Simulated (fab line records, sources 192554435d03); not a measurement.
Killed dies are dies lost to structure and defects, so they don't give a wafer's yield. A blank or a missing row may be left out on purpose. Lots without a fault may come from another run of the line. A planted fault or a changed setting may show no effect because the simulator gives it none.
Split-lot experiment | flow n5_finfet | 7 lots, 21 wafers read, on a route of 1938 steps

THE SPLIT
At N5_BEOL_M5_TRENCH_ETCH_37 (etches SiCOH lowk in C4F6/O2, target depth 71.652 nm, time 24.7 s), the setting time_s was moved away from the recipe's 24.7 s on 7 of the 21 wafers read, by -10.4% to +15.0%. The other wafers ran this setting at the recipe's value.

FROM THE SPLIT TO THE READING: what the file shows between them, 8 steps
- N5_BEOL_M5_ETCH_41: etches SiCN in CH3F/O2, target depth 31.5 nm, time 56.7 s (also split here: source_w)
- N5_BEOL_M5_STRIP_91: strips in N2/H2, time 10 s
- N5_BEOL_M5_OCD_MEAS_38
- N5_BEOL_M5_SPUTTER_83: material Cu, target thk 15 nm, time 27.62 s (also split here: time_s)
- N5_BEOL_M5_ANNEAL_84: time 1800 s
- N5_BEOL_M5_SPUTTER_88: material Cu, target thk 15 nm, time 27.62 s
- N5_BEOL_M5_PRE_CLEAN_55: time 15 s
- N5_BEOL_M5_DEP_56: deposits SiCN from 3MS/NH3, target thk 8 nm, time 14 s

THE READING
M5_RS, in ohm/sq, at N5_BEOL_M5_RS_MEAS_57 (measures by four-point-probe). Fault-free wafers of this fab line usually give 0.384 ohm/sq, standard deviation 0.012 ohm/sq.

wafer  | tool, chamber at the split | time_s as run, s | against the recipe | M5_RS, ohm/sq | against lot-mates on the recipe
L080.1 | rie_diel-02, 1             | 24.7             | recipe             | 0.390         | -
L080.2 | rie_diel-02, 0             | 24.7             | recipe             | 0.373         | -
L080.6 | rie_diel-02, 3             | 24.7             | recipe             | 0.383         | -
L081.2 | rie_diel-02, 0             | 24.7             | recipe             | 0.376         | -
L081.5 | rie_diel-02, 1             | 24.7             | recipe             | 0.382         | -
L081.6 | rie_diel-02, 2             | 24.7             | recipe             | 0.390         | -
L083.1 | rie_diel-05, 1             | 22.8             | -7.7%              | 0.436         | +0.052
L083.2 | rie_diel-05, 3             | 22.8             | -7.7%              | 0.438         | +0.054
L083.6 | rie_diel-05, 2             | 24.7             | recipe             | 0.384         | -
L087.2 | rie_diel-02, 2             | 24.7             | recipe             | 0.389         | -
L087.5 | rie_diel-02, 0             | 24.7             | recipe             | 0.373         | -
L087.6 | rie_diel-02, 3             | 24.7             | recipe             | 0.374         | -
L089.1 | rie_diel-05, 1             | 28.41            | +15.0%             | 0.312         | -0.077
L089.3 | rie_diel-05, 2             | 28.41            | +15.0%             | 0.313         | -0.076
L089.4 | rie_diel-05, 1             | 24.7             | recipe             | 0.389         | -
L092.1 | rie_diel-02, 2             | 26.34            | +6.6%              | 0.338         | -0.027
L092.3 | rie_diel-02, 0             | 24.7             | recipe             | 0.365         | -
L092.5 | rie_diel-02, 3             | 26.34            | +6.6%              | 0.343         | -0.022
L096.1 | rie_diel-02, 1             | 24.7             | recipe             | 0.409         | -
L096.3 | rie_diel-02, 2             | 24.7             | recipe             | 0.395         | -
L096.6 | rie_diel-02, 3             | 22.14            | -10.4%             | 0.460         | +0.058

THE FIT
A straight line over all 21 wafers: M5_RS changes by -0.00571 ohm/sq for each +1% of time_s; r = -0.95; the points scatter about the line by 0.011 ohm/sq.
The same after taking each lot's own level away (the mean of its wafers on the recipe; 21 wafers): -0.00534 ohm/sq for each +1%; r = -0.98; scatter 0.007 ohm/sq.
On that fit, the largest move of time_s shifts the reading by 0.08 ohm/sq.
The lots' own levels span 0.3650 to 0.4020 ohm/sq, that is 3.1 times the standard deviation above.
So the lot-to-lot level changes the slope little: the two slopes agree.
Check: with one of the wafers moved furthest among these (+15.0%) left out of the fit, the line predicts -0.0778 ohm/sq for it against its lot-mates. It came out at -0.077 ohm/sq against them.

OTHER SPLITS ON THESE WAFERS
These wafers also went through other splits before the reading. Each is held against what the fit with the lots' levels taken away leaves over:
other split on the same wafers   | wafers away from the commonest value | r with M5_RS (lot level and that fit taken away)
N5_BEOL_M2_TRENCH_ETCH_37 time_s | 6                                    | +0.04
N5_BEOL_M3_EXPOSE_25 dose_mj     | 4                                    | +0.20
N5_BEOL_M4_DESCUM_16 time_s      | 9                                    | -0.34
N5_BEOL_M4_ETCH_64 bias_w        | 4                                    | -0.05
N5_BEOL_M5_ETCH_41 source_w      | 10                                   | -0.26
N5_BEOL_M5_SPUTTER_83 time_s     | 7                                    | -0.12

THE WHOLE CHAIN: every reading that the file lists as answering this split, in the file's order
step                      | what it does                                                      | reading                                                                   | change (the file's fit)               | r (the file's)
N5_BEOL_M5_TRENCH_ETCH_37 | etches SiCOH lowk in C4F6/O2, target depth 71.652 nm, time 24.7 s | etch.depth_nm (the simulator's own value, which no gauge read)            | +0.716 nm for each +1% of the setting | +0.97
N5_BEOL_M5_TRENCH_ETCH_37 | etches SiCOH lowk in C4F6/O2, target depth 71.652 nm, time 24.7 s | BEOL_M5.feature_depth_nm (the simulator's own value, which no gauge read) | +0.72 nm for each +1% of the setting  | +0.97
N5_BEOL_M5_OCD_MEAS_38    |                                                                   | trench_depth_nm                                                           | +0.716 nm for each +1% of the setting | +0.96
N5_BEOL_M5_RS_MEAS_57     | measures by four-point-probe                                      | M5_RS                                                                     | -0.00533 for each +1% of the setting  | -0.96

THE FILE'S OWN FIT
M5_RS changes by -0.00533 ohm/sq for each +1% of time_s, r = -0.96.
